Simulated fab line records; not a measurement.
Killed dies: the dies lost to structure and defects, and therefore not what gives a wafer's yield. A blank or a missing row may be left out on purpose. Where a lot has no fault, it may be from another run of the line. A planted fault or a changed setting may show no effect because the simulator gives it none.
fab line records || flow n5Finfet
record {"lots": 5, "wafers": 12, "lastDay": 18}
route steps=1938 shown MOL_CONTACT_COAG@625 BEOL_M0_SAQP@632 BEOL_M4@1111
lots with no fault: from the same line, run without faults
startH: hours from the record's opening day to when the first of the lot's shown wafers began || waitH: how many hours have passed since the lot's step before this one || " unchanged from the row above || L1.1+2: one row covering several wafers at once || - either no value or no given start || * or withheld: withheld || < > ~ a bound
route shown NAME@n: names a module that has steps shown in the file, with the first one's number in the route || usual: the fault-free wafers' mean and standard deviation || same: alike in all rows || chamber/n: place in a boat || sites: per-site readings || _std_site: their standard deviation || _edge_site: outer sites' mean less inner sites' || radiusMm: for every site, how far away it sits from the centre of the wafer || mask NAME#n: copy n || behind: the last tool/chamber to shape the wafer || hold: why the lot was held/for how many hours/how that ended || device: transistor that didn't switch, given as n, p or np || end of line: the route-end tests of the same wafers || a step with no rows: only its recipe || killed: at the first sort, the dies lost to defects and structure; wafer yield is something else || map: dies across one wafer; x = killed, . = not, _ = none there
set.NAME: the setting the step ran with; set.NAME@STEP: the setting that earlier step ran with || model.NAME: the simulator's own value behind a step, which no gauge read
lots seen at some steps along the route; tables by step, rows by wafer
services: a tool's chamber out of use, with start hour (startH, from the record's first day; less than 0 if before it), hours out, and reason
## steps
# step N5_MOL_CONTACT_COAG_PRECLEAN_127
# recipe {"chemistry": "DIW", "timeS": 57.5, "tempC": 23}
# step N5_MOL_CONTACT_COAG_SRD_128
# recipe {"dryTimeS": 32, "dry": "n2Spin", "spinRpm": 1500}
# step N5_MOL_CONTACT_COAG_CMP_52
# recipe {"stopOn": "SiO2", "tOverpolishS": 1.5, "postCmpClean": "wDiluteNh4oh", "downForcePsi": 4, "platenRpm": 50.289, "padVelocityMS": 1.0006, "targetThkNm": 66.5}
# step N5_MOL_CONTACT_COAG_ANNEAL_112
# recipe {"tempC": 400, "timeS": 1800, "ambient": "HPD2", "pressureAtm": 10}
# step N5_BEOL_M0_SAQP_PECVD_00
# recipe {"material": "SiCN", "targetThkA": 80, "tempC": "withheld", "precursor": "3MS/NH3", "pressureTorr": 3, "rfW": 202, "timeS": 14}
# step N5_BEOL_M0_SAQP_ILD_DEP_01
# recipe {"material": "SiOC", "targetThkA": 454.19, "tempC": 350, "precursor": "DEMS/O2", "pressureTorr": 5, "rfW": 500, "timeS": 8.7}
# step N5_BEOL_M0_SAQP_HM_DEP_02
# recipe {"material": "TiN", "targetThkA": 120, "tempC": 25, "chamberPressurePa": 0.49996}
# step N5_BEOL_M0_SAQP_PECVD_03
# recipe {"material": "SiCN", "targetThkA": 120, "tempC": "withheld", "precursor": "3MS/NH3", "pressureTorr": 3, "rfW": 202, "timeS": 21.1}
# step N5_BEOL_M0_SAQP_PECVD_96
# recipe {"material": "a-Si", "targetThkA": 450, "tempC": 350, "precursor": "SiH4/He", "pressureTorr": 3, "rfW": 100, "timeS": 45.2}
# step N5_BEOL_M0_SAQP_PECVD_97
# recipe {"material": "SiNx", "targetThkA": 230, "tempC": 350, "precursor": "SiH4/NH3/N2", "pressureTorr": 1.5, "rfW": 300, "timeS": 19.9}
# usual {"heaterPowerW": "571/73", "showerheadPlenumPTorr": "5.14/0.055", "throttleValvePct": "39.5/1.3"}
{"lot.wafer": "L539.3", "tool": "pecvd-04", "chamber": 1, "startH": 141.05, "waitH": 0.0, "heaterPowerW": 605, "showerheadPlenumPTorr": 5.15, "throttleValvePct": 40.9, "model.SiNx_of_BEOL_M0_SAQP_PECVD_97.thkNm": 22.8}
{"lot.wafer": "L539.4", "tool": "pecvd-04", "chamber": 2, "startH": 141.05, "waitH": 0.0, "heaterPowerW": 496, "showerheadPlenumPTorr": 5.09, "throttleValvePct": 38.8, "model.SiNx_of_BEOL_M0_SAQP_PECVD_97.thkNm": 22.8}
{"lot.wafer": "L539.6", "tool": "pecvd-04", "chamber": 0, "startH": 141.05, "waitH": 0.0, "heaterPowerW": 533, "showerheadPlenumPTorr": 5.15, "throttleValvePct": 40.1, "model.SiNx_of_BEOL_M0_SAQP_PECVD_97.thkNm": 23}
{"lot.wafer": "L548.1", "tool": "pecvd-04", "chamber": 1, "startH": 194.02, "waitH": 0.0, "heaterPowerW": 659, "showerheadPlenumPTorr": 5.15, "throttleValvePct": 40.6, "model.SiNx_of_BEOL_M0_SAQP_PECVD_97.thkNm": 23.2}
{"lot.wafer": "L548.5", "tool": "pecvd-04", "chamber": 0, "startH": 194.02, "waitH": 0.0, "heaterPowerW": 551, "showerheadPlenumPTorr": 5.13, "throttleValvePct": 40.1, "model.SiNx_of_BEOL_M0_SAQP_PECVD_97.thkNm": 8.2}
{"lot.wafer": "L549.2", "tool": "pecvd-04", "chamber": 1, "startH": 197.48, "waitH": 0.0, "heaterPowerW": 659, "showerheadPlenumPTorr": 5.15, "throttleValvePct": 40.7, "model.SiNx_of_BEOL_M0_SAQP_PECVD_97.thkNm": 23.2}
{"lot.wafer": "L549.5", "tool": "pecvd-04", "chamber": 2, "startH": 197.48, "waitH": 0.0, "heaterPowerW": 570, "showerheadPlenumPTorr": 5.13, "throttleValvePct": 39.1, "model.SiNx_of_BEOL_M0_SAQP_PECVD_97.thkNm": 8.2}
{"lot.wafer": "L550.1", "tool": "pecvd-04", "chamber": 1, "startH": 200.94, "waitH": 0.0, "heaterPowerW": 615, "showerheadPlenumPTorr": 5.15, "throttleValvePct": 41.1, "model.SiNx_of_BEOL_M0_SAQP_PECVD_97.thkNm": 22.6}
{"lot.wafer": "L550.4", "tool": "pecvd-04", "chamber": 2, "startH": 200.94, "waitH": 0.0, "heaterPowerW": 492, "showerheadPlenumPTorr": 5.10, "throttleValvePct": 39.2, "model.SiNx_of_BEOL_M0_SAQP_PECVD_97.thkNm": 7.6}
{"lot.wafer": "L555.1", "tool": "pecvd-03", "chamber": 1, "startH": 234.01, "waitH": 0.0, "heaterPowerW": 460, "showerheadPlenumPTorr": 5.24, "throttleValvePct": 39.4, "model.SiNx_of_BEOL_M0_SAQP_PECVD_97.thkNm": 22.4}
{"lot.wafer": "L555.2", "tool": "pecvd-03", "chamber": 0, "startH": 234.01, "waitH": 0.0, "heaterPowerW": 527, "showerheadPlenumPTorr": 5.22, "throttleValvePct": 39.7, "model.SiNx_of_BEOL_M0_SAQP_PECVD_97.thkNm": 22.6}
{"lot.wafer": "L555.4", "tool": "pecvd-03", "chamber": 0, "startH": 234.01, "waitH": 0.0, "heaterPowerW": 523, "showerheadPlenumPTorr": 5.22, "throttleValvePct": 39.7, "model.SiNx_of_BEOL_M0_SAQP_PECVD_97.thkNm": 23}
# step N5_BEOL_M0_SAQP_PECVD_04
# recipe {"material": "a-Si", "targetThkA": 600, "tempC": 350, "precursor": "SiH4/He", "pressureTorr": 3, "rfW": 100, "timeS": 60.2}
# step N5_BEOL_M0_SAQP_HM_DEP_111
# recipe {"material": "SiO2", "targetThkA": 120, "tempC": 400, "precursor": "SiH4/N2O", "pressureTorr": 0.75, "rfW": 275, "timeS": 7.2}
# step N5_BEOL_M0_SAQP_COAT_81
# recipe {"resist": "SOC", "tempC": 250, "timeS": 60, "spinRpm": 1500, "resistThkNm": 100}
# step N5_BEOL_M0_SAQP_COAT_82
# recipe {"resist": "SiARC", "tempC": 220, "timeS": 60, "spinRpm": 1500, "resistThkNm": 30}
# step N5_BEOL_M0_SAQP_COAT_08
# recipe {"resist": "CAR-ArF", "spinRpm": 1500, "resistThkNm": 90}
# step N5_BEOL_M0_SAQP_EBR_10
# recipe {"solvent": "PGMEA", "ebrWidthMm": 1.5}
# step N5_BEOL_M0_SAQP_SOFTBAKE_09
# recipe {"tempC": 110, "timeS": 60, "resist": "CAR-ArF"}
# step N5_BEOL_M0_SAQP_EXPOSE_11
# recipe {"maskId": "M0_CORE", "na": 1.35, "sourceShape": "dipole", "sigmaInner": 0.538, "sigmaOuter": 0.738, "polarization": "te", "targetCdNm": 42, "doseMj": 55}
# step N5_BEOL_M0_SAQP_PEB_12
# recipe {"pebTempC": "withheld", "pebTimeS": 60, "resist": "CAR-ArF"}
# step N5_BEOL_M0_SAQP_DEVELOP_13
# recipe {"developTimeS": 30, "developer": "TMAH", "resist": "CAR-ArF", "devTempC": 23, "rinseLiquid": "diw", "dry": "airSpin"}
# step N5_BEOL_M0_SAQP_DESCUM_19
# recipe {"chemistry": "O2", "timeS": 7.9, "sourcePowerW": 50, "biasPowerW": 20, "pressureMtorr": 20, "rfFrequencyHz": 2.712e+07, "tempC": 40, "resist": "CAR-ArF", "o2FlowSccm": 225}
# step N5_BEOL_M0_SAQP_ETCH_83
# recipe {"chemistry": "CF4", "target": "SiARC", "targetDepthA": 390, "maskMaterial": "CAR-ArF", "timeS": 65, "ionEnergyEv": 80, "pressureMtorr": 40, "sourceW": 545, "biasW": 36, "Ar_flow_sccm": 100, "cf4FlowSccm": 100, "ends": "cleared"}
# step N5_BEOL_M0_SAQP_ETCH_84
# recipe {"chemistry": "N2/H2", "target": "SOC", "targetDepthA": 1000, "overetchA": 200, "maskMaterial": "SiARC", "tempC": 40, "timeS": 150, "ionEnergyEv": 200, "pressureMtorr": 30, "sourceW": 840, "biasW": 150, "n2FlowSccm": 200, "h2FlowSccm": 200}
# step N5_BEOL_M0_SAQP_STRIP_80
# recipe {"chemistry": "N2/H2", "tempC": 40, "n2FlowSccm": 200, "h2FlowSccm": 200, "rfFrequencyHz": 6e+07}
# step N5_BEOL_M0_SAQP_HM_OPEN_112
# recipe {"chemistry": "CHF3/O2", "target": "SiO2", "stopOn": "a-Si", "targetDepthA": 120, "overEtchFrac": 1.25, "maskMaterial": "SOC", "timeS": 13.5, "pressureMtorr": 30, "sourceW": 650, "biasW": 170, "Ar_flow_sccm": 200, "CHF3_flow_sccm": 50, "O2_flow_sccm": 5, "ionEnergyEv": 200, "ends": "endPoint"}
# step N5_BEOL_M0_SAQP_STRIP_113
# recipe {"chemistry": "CHF3/O2", "resist": "SiARC", "rfFrequencyHz": 6e+07}
# step N5_BEOL_M0_SAQP_MANDREL_ETCH_20
# recipe {"targetDepthA": 600, "chemistry": "HBr/Cl2", "target": "a-Si", "stopOn": "SiNx", "btTimeS": 10, "maskMaterial": "SOC", "overEtchFrac": 0.5, "timeS": 30, "pressureMtorr": 10, "icpW": 800, "biasW": 75, "HBr_flow_sccm": 150, "Cl2_flow_sccm": 80, "ends": "endPoint"}
# step N5_BEOL_M0_SAQP_STRIP_86
# recipe {"chemistry": "N2/H2", "powerW": 500, "tempC": 40, "pressureMtorr": 50, "rfFrequencyHz": 6e+07, "overashFraction": 0.3, "biasPowerW": 28, "h2Frac": 0.5, "n2FlowSccm": 300, "h2FlowSccm": 300}
# step N5_BEOL_M0_SAQP_STRIP_115
# recipe {"chemistry": "postEtchResidueRemover", "timeS": 60, "tempC": 25, "removerPh": "withheld", "removerWaterWtPct": "withheld", "removerFluorideWtPct": "withheld"}
# step N5_BEOL_M0_SAQP_SRD_93
# recipe {"dry": "ipaMarangoni", "timeS": 30, "tempC": 23, "rinseLiquid": "diw"}
# step N5_BEOL_M0_SAQP_RECESS_114
# recipe {"chemistry": "HF/NH3", "target": "SiO2", "targetDepthA": 144, "afsCycles": 3, "tempC": 30, "sublimationTempC": 180, "sublimationTimeS": 60}
# step N5_BEOL_M0_SAQP_SPACER1_ALD_98
# recipe {"material": "SiO2", "targetThkA": 128, "tempC": 300, "aldPrecursorFamily": "BDEAS", "aldCoReactant": "O2-plasma", "pulseTimeS": 1, "purgeTimeS": 2, "coReactantPurgeTimeS": 2, "aldCycles": 138, "pressureTorr": 2}
# step N5_BEOL_M0_SAQP_SPACER1_ETCHBACK_99
# recipe {"chemistry": "CHF3/O2", "mode": "anisotropicEtchback", "target": "SiO2", "targetDepthA": 154, "timeS": 7.7, "pressureMtorr": 30, "sourceW": 650, "biasW": 170, "Ar_flow_sccm": 200, "CHF3_flow_sccm": 50, "O2_flow_sccm": 5, "ionEnergyEv": 200}
# step N5_BEOL_M0_SAQP_MANDREL1_REMOVE_100
# recipe {"chemistry": "HBr/Cl2/O2", "btTimeS": 10, "target": "a-Si", "stopOn": "SiNx", "endpoint": "OES-SiCl", "overEtchFrac": 0.85, "icpW": 600, "biasW": 30, "HBr_flow_sccm": 150, "Cl2_flow_sccm": 80, "O2_flow_sccm": 5, "pressureMtorr": 10}
# step N5_BEOL_M0_SAQP_ETCH_106
# recipe {"chemistry": "N2/H2", "target": "SOC", "targetDepthA": 1500, "stopOn": "SiNx", "ionEnergyEv": 100, "biasW": 61, "pressureMtorr": 30, "sourceW": 850, "n2FlowSccm": 200, "h2FlowSccm": 200}
# usual {"drypumpMotorCurrentA": "6.0/0.55", "oesProductAu": "0.78/0.079", "rfVppV": "240.9/1.4", "showerheadPlenumPTorr": "2.56/0.089", "throttleValvePct": "17.95/0.17"}
{"lot.wafer": "L539.3", "tool": "rieDiel-01", "chamber": 0, "startH": 147.72, "waitH": "-", "drypumpMotorCurrentA": 6.6, "oesProductAu": 0.81, "rfHoursCounterH": 76, "rfVppV": 239.4, "showerheadPlenumPTorr": 2.47, "throttleValvePct": 18.05, "model.SiNx_of_BEOL_M0_SAQP_PECVD_97.thkNm": 15.2}
{"lot.wafer": "L539.4", "tool": "rieDiel-01", "chamber": 1, "startH": 147.72, "waitH": "-", "drypumpMotorCurrentA": 6.3, "oesProductAu": 0.77, "rfHoursCounterH": 125, "rfVppV": 241.7, "showerheadPlenumPTorr": 2.55, "throttleValvePct": 17.79, "model.SiNx_of_BEOL_M0_SAQP_PECVD_97.thkNm": 15}
{"lot.wafer": "L539.6", "tool": "rieDiel-01", "chamber": 2, "startH": 147.72, "waitH": "-", "drypumpMotorCurrentA": 6.4, "oesProductAu": 0.95, "rfHoursCounterH": "-", "rfVppV": 242.6, "showerheadPlenumPTorr": 2.72, "throttleValvePct": 18.01, "model.SiNx_of_BEOL_M0_SAQP_PECVD_97.thkNm": 15.4}
{"lot.wafer": "L548.1", "tool": "rieDiel-06", "chamber": 2, "startH": 197.41, "waitH": "-", "drypumpMotorCurrentA": 6.4, "oesProductAu": 0.77, "rfHoursCounterH": 146, "rfVppV": 238.2, "showerheadPlenumPTorr": 2.44, "throttleValvePct": 17.91, "model.SiNx_of_BEOL_M0_SAQP_PECVD_97.thkNm": 15.4}
{"lot.wafer": "L548.5", "tool": "rieDiel-06", "chamber": 3, "startH": 197.41, "waitH": "-", "drypumpMotorCurrentA": 5.2, "oesProductAu": 0.82, "rfHoursCounterH": "-", "rfVppV": 240.0, "showerheadPlenumPTorr": 2.58, "throttleValvePct": 18.09, "model.SiNx_of_BEOL_M0_SAQP_PECVD_97.thkNm": 1}
{"lot.wafer": "L549.2", "tool": "rieDiel-01", "chamber": 2, "startH": 201.43, "waitH": "-", "drypumpMotorCurrentA": 6.4, "oesProductAu": 0.88, "rfHoursCounterH": 23, "rfVppV": 244.2, "showerheadPlenumPTorr": 2.71, "throttleValvePct": 18.05, "model.SiNx_of_BEOL_M0_SAQP_PECVD_97.thkNm": 15.4}
{"lot.wafer": "L549.5", "tool": "rieDiel-01", "chamber": 3, "startH": 201.43, "waitH": "-", "drypumpMotorCurrentA": 6.0, "oesProductAu": 0.94, "rfHoursCounterH": "-", "rfVppV": 241.2, "showerheadPlenumPTorr": 2.49, "throttleValvePct": 17.78, "model.SiNx_of_BEOL_M0_SAQP_PECVD_97.thkNm": 1}
{"lot.wafer": "L550.1", "tool": "rieDiel-01", "chamber": 2, "startH": 203.93, "waitH": "-", "drypumpMotorCurrentA": 6.3, "oesProductAu": 0.88, "rfHoursCounterH": 23, "rfVppV": 242.5, "showerheadPlenumPTorr": 2.71, "throttleValvePct": 18.06, "model.SiNx_of_BEOL_M0_SAQP_PECVD_97.thkNm": 14.6}
{"lot.wafer": "L550.4", "tool": "rieDiel-01", "chamber": 1, "startH": 203.93, "waitH": "-", "drypumpMotorCurrentA": 6.3, "oesProductAu": 0.75, "rfHoursCounterH": 145, "rfVppV": 238.9, "showerheadPlenumPTorr": 2.54, "throttleValvePct": 17.81, "model.SiNx_of_BEOL_M0_SAQP_PECVD_97.thkNm": 0.8}
{"lot.wafer": "L555.1", "tool": "rieDiel-06", "chamber": 3, "startH": 237.27, "waitH": "-", "drypumpMotorCurrentA": 5.2, "oesProductAu": 0.80, "rfHoursCounterH": 69, "rfVppV": 241.4, "showerheadPlenumPTorr": 2.58, "throttleValvePct": 18.11, "model.SiNx_of_BEOL_M0_SAQP_PECVD_97.thkNm": 14.8}
{"lot.wafer": "L555.2", "tool": "rieDiel-06", "chamber": 2, "startH": 237.27, "waitH": "-", "drypumpMotorCurrentA": 6.4, "oesProductAu": 0.76, "rfHoursCounterH": 163, "rfVppV": 240.1, "showerheadPlenumPTorr": 2.43, "throttleValvePct": 17.96, "model.SiNx_of_BEOL_M0_SAQP_PECVD_97.thkNm": 14.8}
{"lot.wafer": "L555.4", "tool": "rieDiel-06", "chamber": 0, "startH": 237.27, "waitH": "-", "drypumpMotorCurrentA": 6.4, "oesProductAu": 0.69, "rfHoursCounterH": "-", "rfVppV": 242.3, "showerheadPlenumPTorr": 2.61, "throttleValvePct": 18.22, "model.SiNx_of_BEOL_M0_SAQP_PECVD_97.thkNm": 15.2}
# step N5_BEOL_M4_RC_MEAS_101
# usual {"DIBL_N": "36.0/1.3", "DIBL_P": "36.2/1.7", "IOFF_N": "0.155/0.024", "IOFF_P": "0.21/0.034", "ION_N": "674/9", "ION_P": "463/7.1", "SS_N": "71.4/0.5", "SS_P": "73.4/0.57", "VT_N": "250.0/2.8", "VT_P": "-251/3.2"}
{"lot.wafer": "L539.3", "tool": "prober-02", "chamber": 0, "startH": 252.81, "waitH": 0.3, "DIBL_N[mV/V]": 36.0, "DIBL_P[mV/V]": 35.1, "IOFF_N[nA/um]": 0.147, "IOFF_P[nA/um]": 0.21, "ION_N[uA/um]": 676, "ION_P[uA/um]": 463, "SS_N[mV/dec]": 71.9, "SS_P[mV/dec]": 73.2, "VT_N[mV]": 251.1, "VT_P[mV]": -249}
{"lot.wafer": "L539.4", "tool": "prober-02", "chamber": 0, "startH": 252.81, "waitH": 0.3, "DIBL_N[mV/V]": 34.5, "DIBL_P[mV/V]": 32.7, "IOFF_N[nA/um]": 0.123, "IOFF_P[nA/um]": 0.17, "ION_N[uA/um]": 666, "ION_P[uA/um]": 459, "SS_N[mV/dec]": 70.7, "SS_P[mV/dec]": 72.8, "VT_N[mV]": 253.5, "VT_P[mV]": -251}
{"lot.wafer": "L539.6", "tool": "prober-02", "chamber": 0, "startH": 252.81, "waitH": 0.3, "DIBL_N[mV/V]": 37.1, "DIBL_P[mV/V]": 35.9, "IOFF_N[nA/um]": 0.156, "IOFF_P[nA/um]": 0.21, "ION_N[uA/um]": 682, "ION_P[uA/um]": 467, "SS_N[mV/dec]": 71.8, "SS_P[mV/dec]": 73.2, "VT_N[mV]": 249.4, "VT_P[mV]": -250}
{"lot.wafer": "L548.1", "tool": "prober-01", "chamber": 0, "startH": 295.73, "waitH": 0.0, "DIBL_N[mV/V]": 35.1, "DIBL_P[mV/V]": 35.8, "IOFF_N[nA/um]": 0.161, "IOFF_P[nA/um]": 0.21, "ION_N[uA/um]": 676, "ION_P[uA/um]": 462, "SS_N[mV/dec]": 72.1, "SS_P[mV/dec]": 73.3, "VT_N[mV]": 249.1, "VT_P[mV]": -250}
{"lot.wafer": "L548.5", "tool": "prober-01", "chamber": 0, "startH": 295.73, "waitH": 0.0, "DIBL_N[mV/V]": 34.1, "DIBL_P[mV/V]": 34.7, "IOFF_N[nA/um]": 0.149, "IOFF_P[nA/um]": 0.19, "ION_N[uA/um]": 674, "ION_P[uA/um]": 460, "SS_N[mV/dec]": 71.1, "SS_P[mV/dec]": 72.4, "VT_N[mV]": 247.5, "VT_P[mV]": -249}
{"lot.wafer": "L550.1", "tool": "prober-01", "chamber": 0, "startH": 310.16, "waitH": 0.0, "DIBL_N[mV/V]": 34.3, "DIBL_P[mV/V]": 36.1, "IOFF_N[nA/um]": 0.153, "IOFF_P[nA/um]": 0.20, "ION_N[uA/um]": 672, "ION_P[uA/um]": 463, "SS_N[mV/dec]": 71.5, "SS_P[mV/dec]": 74.0, "VT_N[mV]": 248.5, "VT_P[mV]": -250}
{"lot.wafer": "L550.4", "tool": "prober-01", "chamber": 0, "startH": 310.16, "waitH": 0.0, "DIBL_N[mV/V]": 34.9, "DIBL_P[mV/V]": 35.6, "IOFF_N[nA/um]": 0.149, "IOFF_P[nA/um]": 0.20, "ION_N[uA/um]": 669, "ION_P[uA/um]": 462, "SS_N[mV/dec]": 71.4, "SS_P[mV/dec]": 74.6, "VT_N[mV]": 247.2, "VT_P[mV]": -250}
{"lot.wafer": "L549.2", "tool": "prober-01", "chamber": 0, "startH": 315.06, "waitH": 0.2, "DIBL_N[mV/V]": 35.7, "DIBL_P[mV/V]": 36.5, "IOFF_N[nA/um]": 0.167, "IOFF_P[nA/um]": 0.25, "ION_N[uA/um]": 684, "ION_P[uA/um]": 475, "SS_N[mV/dec]": 71.8, "SS_P[mV/dec]": 73.3, "VT_N[mV]": 246.7, "VT_P[mV]": -246}
{"lot.wafer": "L549.5", "tool": "prober-01", "chamber": 0, "startH": 315.06, "waitH": 0.2, "DIBL_N[mV/V]": 35.7, "DIBL_P[mV/V]": 36.7, "IOFF_N[nA/um]": 0.166, "IOFF_P[nA/um]": 0.24, "ION_N[uA/um]": 673, "ION_P[uA/um]": 468, "SS_N[mV/dec]": 71.3, "SS_P[mV/dec]": 73.4, "VT_N[mV]": 247.9, "VT_P[mV]": -245}
{"lot.wafer": "L555.1", "tool": "prober-01", "chamber": 0, "startH": 327.21, "waitH": 0.0, "DIBL_N[mV/V]": 36.0, "DIBL_P[mV/V]": 35.8, "IOFF_N[nA/um]": 0.151, "IOFF_P[nA/um]": 0.23, "ION_N[uA/um]": 683, "ION_P[uA/um]": 470, "SS_N[mV/dec]": 72.1, "SS_P[mV/dec]": 73.0, "VT_N[mV]": 251.5, "VT_P[mV]": -248}
{"lot.wafer": "L555.2", "tool": "prober-01", "chamber": 0, "startH": 327.21, "waitH": 0.0, "DIBL_N[mV/V]": 37.4, "DIBL_P[mV/V]": 37.8, "IOFF_N[nA/um]": 0.175, "IOFF_P[nA/um]": 0.26, "ION_N[uA/um]": 684, "ION_P[uA/um]": 477, "SS_N[mV/dec]": 71.5, "SS_P[mV/dec]": 73.9, "VT_N[mV]": 246.8, "VT_P[mV]": -245}
{"lot.wafer": "L555.4", "tool": "prober-01", "chamber": 0, "startH": 327.21, "waitH": 0.0, "DIBL_N[mV/V]": 37.0, "DIBL_P[mV/V]": 36.7, "IOFF_N[nA/um]": 0.169, "IOFF_P[nA/um]": 0.24, "ION_N[uA/um]": 678, "ION_P[uA/um]": 469, "SS_N[mV/dec]": 72.1, "SS_P[mV/dec]": 73.8, "VT_N[mV]": 250.7, "VT_P[mV]": -248}
## services
{"tool": "pecvd-03", "chamber": "-", "startH": 122.54, "hours": 2.8, "kind": "pm"}
{"tool": "rieDiel-01", "chamber": 3, "startH": 154.08, "hours": "-", "kind": "clean"}
{"tool": "rieDiel-01", "chamber": 3, "startH": 154.08, "hours": "-", "kind": "consumableReplace:focusRing"}
{"tool": "rieDiel-01", "chamber": 3, "startH": 154.08, "hours": 18.9, "kind": "scheduledDown"}
{"tool": "rieDiel-01", "chamber": 3, "startH": 154.08, "hours": 18.9, "kind": "ventCycle"}
{"tool": "rieDiel-06", "chamber": 0, "startH": 198.08, "hours": 6.2, "kind": "repair"}
{"tool": "pecvd-03", "chamber": 2, "startH": 202.38, "hours": "-", "kind": "clean"}
{"tool": "pecvd-03", "chamber": 2, "startH": 202.38, "hours": "-", "kind": "consumableReplace:showerhead"}
{"tool": "pecvd-03", "chamber": 2, "startH": 202.38, "hours": 29.0, "kind": "scheduledDown"}
{"tool": "pecvd-03", "chamber": 2, "startH": 202.38, "hours": 29.0, "kind": "ventCycle"}
{"tool": "pecvd-04", "chamber": 2, "startH": 209.60, "hours": "-", "kind": "calibration"}
{"tool": "rieDiel-06", "chamber": 1, "startH": 221.29, "hours": "-", "kind": "clean"}
{"tool": "rieDiel-06", "chamber": 1, "startH": 221.29, "hours": "-", "kind": "consumableReplace:esc"}
{"tool": "rieDiel-06", "chamber": 1, "startH": 221.29, "hours": "-", "kind": "consumableReplace:focusRing"}
{"tool": "rieDiel-06", "chamber": 1, "startH": 221.29, "hours": 25.2, "kind": "scheduledDown"}
{"tool": "rieDiel-06", "chamber": 1, "startH": 221.29, "hours": 25.2, "kind": "ventCycle"}
## key
firstSign none at tools or gauges
modelEffect {"step": "N5_BEOL_M0_SAQP_PECVD_97", "value": "SiNx_of_BEOL_M0_SAQP_PECVD_97.thkNm", "without": 23.4, "struck": 8}
modelEffect {"step": "N5_BEOL_M0_SAQP_ETCH_106", "value": "SiNx_of_BEOL_M0_SAQP_PECVD_97.thkNm", "without": 15.67, "struck": 0.9333}
metAt N5_BEOL_M0_SAQP_PECVD_97
struckWafers L548.5,L549.5,L550.4
onsetBetween 141.05 194.02
fault {"kind": "processParameterDrift", "tool": "pecvd-04", "chamber": "-", "onsetH": 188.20, "steps": "N5_BEOL_M0_SAQP_PECVD_97", "channel": "timeS", "offset": "*", "shape": "step", "endH": 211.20, "scope": "struckWafersOnly", "actsIn": "*", "stated": "*"}
